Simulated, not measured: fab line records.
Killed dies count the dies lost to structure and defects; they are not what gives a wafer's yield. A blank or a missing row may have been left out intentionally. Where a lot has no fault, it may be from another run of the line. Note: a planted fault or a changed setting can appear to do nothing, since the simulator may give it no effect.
Comparing a struck lot with a sound one / flow n5_finfet / 36 out of 1938 route steps
Sound: the wafers L120.1, L120.3, L120.6. Struck: wafers L136.3, L136.6. (L136.5 of the same lot was not struck and is left out.) The cause comes at the end.
Each step with rows lists, per side, the tool, then ch with its chambers, then its first start. Under that, the readings that differ: sound wafers / struck wafers / difference of the means / sigmas: that difference in standard deviations of wafers without a fault.
alike: words and numbers the same on both sides, and readings whose means are apart by under 2 such deviations; not compared: readings that were withheld, readings missing a value for some wafer, numbers with overlapping values and no deviation given by the record, and bounds like >300 which may hide the same value.
The two part at a step that has a row with sigmas, a row that says differs or no value, or rows on one side only. Numbers that don't overlap but have no deviation are shown without sigmas and don't part them. Lack of a reading on every wafer of one side parts them only where that side has two or more wafers.

first, 1 step without rows for these wafers: N5_BEOL_M2_SPUTTER_90 (material Cu, target thk 4.5 nm, time 8.29 s).
N5_BEOL_M2_ANNEAL_91: time 240 s.
  sound: pvd_sputter-01 at day 7 04:14; struck: pvd_sputter-01 at day 10 23:28
  alike: heater_power_w, susceptor_temp_C, susceptor_temp_C_max
then, 2 steps without rows for these wafers: N5_BEOL_M2_SPUTTER_92 (material Cu, target thk 4.5 nm, time 8.29 s); N5_BEOL_M2_ANNEAL_93 (time 240 s).
N5_BEOL_M2_SPUTTER_94: material Cu, target thk 4.5 nm, time 8.29 s.
  sound: pvd_sputter-01 at day 7 04:36; struck: pvd_sputter-01 at day 10 23:49
  alike: susceptor_temp_C, throttle_valve_pct
then, 4 steps without rows for these wafers: N5_BEOL_M2_ANNEAL_95 (time 240 s); N5_BEOL_M2_SPUTTER_96 (material Cu, target thk 4.5 nm, time 8.29 s); N5_BEOL_M2_ECD_50 (material Cu, target thk 300 nm); N5_BEOL_M2_ANNEAL_51 (time 90 s).
N5_BEOL_M2_CMP_52: polishes, stops on SiOC, t overpolish 6.8 s, target thk 40 nm.
  sound on cmp-04 ch 2,3, day 7 05:21; struck on cmp-04 ch 0,3, day 11 00:37
  alike: barrier_field_endpoint_s, head_pressure_psi, motor_current_A, overpolish_run_s, platen_rpm, time_to_endpoint_s
N5_BEOL_M2_THK_MEAS_53: measures by xrf.
  sound: film_metro-02 at day 7 05:36; struck: film_metro-02 at day 11 00:50
  alike: M2_THK
then, 1 step without rows for these wafers: N5_BEOL_M2_PRE_CLEAN_60 (time 15 s).
N5_BEOL_M2_CO_CAP_55: material Co, precursor CCTBA/H2, target thk 2 nm, time 102.1 s.
  sound on cvd_co-01 ch 0,2, day 7 05:41; struck on cvd_co-01 ch 2, day 11 00:54
  alike: heater_power_w, susceptor_temp_C
then, 2 steps without rows for these wafers: N5_BEOL_M2_PRE_CLEAN_56 (time 15 s); N5_BEOL_M2_DEP_57 (deposits SiCN from 3MS/NH3, target thk 8 nm, time 14 s).
N5_BEOL_M2_RS_MEAS_58: measures by four-point-probe.
  sound: film_metro-01 at day 7 05:52; struck: film_metro-02 at day 11 01:07
  alike: M2_RS
N5_BEOL_M2_INSPECT_59: inspects for defects (darkfield).
  sound: defect_inspect-01 at day 7 05:53; struck: defect_inspect-02 at day 11 01:08
reading=raw_defect_count; sound=76 47 82; struck=357 349; difference=+285; sigmas=+13
N5_BEOL_M3_ILD_DEP_00: deposits SiOC from DEMS/O2, target thk 79 nm, time 15.3 s.
  sound on pecvd-04 ch 1, day 7 05:56; struck on pecvd-03 ch 1, day 11 01:12
reading=heater_power_w (W); sound=580 569 576; struck=442 428; difference=-140; sigmas=-3
  alike: showerhead_plenum_p_Torr, susceptor_temp_C, throttle_valve_pct
N5_BEOL_M3_THK_MEAS_01:
  sound: film_metro-01 at day 7 06:01; struck: film_metro-02 at day 11 01:16
  alike: M3_ILD_THK
N5_BEOL_M3_PECVD_72: deposits SiO2 from TEOS/O2, target thk 16 nm, time 18 s.
  sound on pecvd-02 ch 2, day 7 06:03; struck on pecvd-02 ch 1, day 11 01:18
reading=throttle_valve_pct (%); sound=20.6 20.4 20.2; struck=22.3 22.5; difference=+2.0; sigmas=+2
  alike: heater_power_w, showerhead_plenum_p_Torr, susceptor_temp_C
then, 10 steps without rows for these wafers: N5_BEOL_M3_HM_DEP_02 (deposits TiN, target thk 20 nm); N5_BEOL_M3_COAT_61 (time 60 s, resist thk 60 nm); N5_BEOL_M3_COAT_62 (time 60 s, resist thk 12 nm); N5_BEOL_M3_COAT_73 (time 60 s, resist thk 5 nm); N5_BEOL_M3_COAT_05 (resist thk 30 nm); N5_BEOL_M3_EBR_07; N5_BEOL_M3_SOFTBAKE_06 (time 60 s); N5_BEOL_M3_EXPOSE_08 (exposes mask M3); N5_BEOL_M3_PEB_09 (peb time 60 s); N5_BEOL_M3_DEVELOP_10 (develop time 30 s).
N5_BEOL_M3_CD_MEAS_11 targets a cd of 17.05 nm.
  sound on cd_sem-01 ch 0, day 7 07:19; struck on cd_sem-01 ch 0, day 11 01:59
  alike: cd_nm
N5_BEOL_M3_OVL_MEAS_12:
  sound on overlay-01 ch 0, day 7 07:20; struck on overlay-02 ch 0, day 11 02:02
  alike: M3_OVL
N5_BEOL_M3_INSPECT_13: inspects for defects (brightfield).
  sound: defect_inspect-02 at day 7 07:24; struck: defect_inspect-01 at day 11 02:05
reading=raw_defect_count; sound=554 365 530; struck=746 715; difference=+248; sigmas=+2
then, 1 step without rows for these wafers: N5_BEOL_M3_DESCUM_16 (chemistry O2, time 7 s).
N5_BEOL_M4_RC_MEAS_101:
  sound on prober-01 ch 0, day 8 03:25; struck on prober-02 ch 0, day 12 12:52
reading=IOFF_N (nA/um); sound=0.155 0.183 0.154; struck=0.289 0.167; difference=+0.064; sigmas=+2
reading=IOFF_P (nA/um); sound=0.19 0.22 0.19; struck=0.32 0.20; difference=+0.06; sigmas=+2
  alike: DIBL_N, DIBL_P, ION_N, ION_P, SS_N, SS_P, VT_N, VT_P
-- record jumps: 4 days separate the struck wafers' starts on either side; left off in module BEOL_M4, taken up again in module PASSIVATION, whose first shown step is the route's number 1936 --
N5_PASSIVATION_PROBE_49:
  only the struck wafers here have rows in the record (prober-01, day 16 16:17); the sound ones have none

WHERE THEY PART
At N5_BEOL_M2_INSPECT_59 first; at N5_PASSIVATION_PROBE_49 last (within this record only).

WHY: what had been put in by the simulator
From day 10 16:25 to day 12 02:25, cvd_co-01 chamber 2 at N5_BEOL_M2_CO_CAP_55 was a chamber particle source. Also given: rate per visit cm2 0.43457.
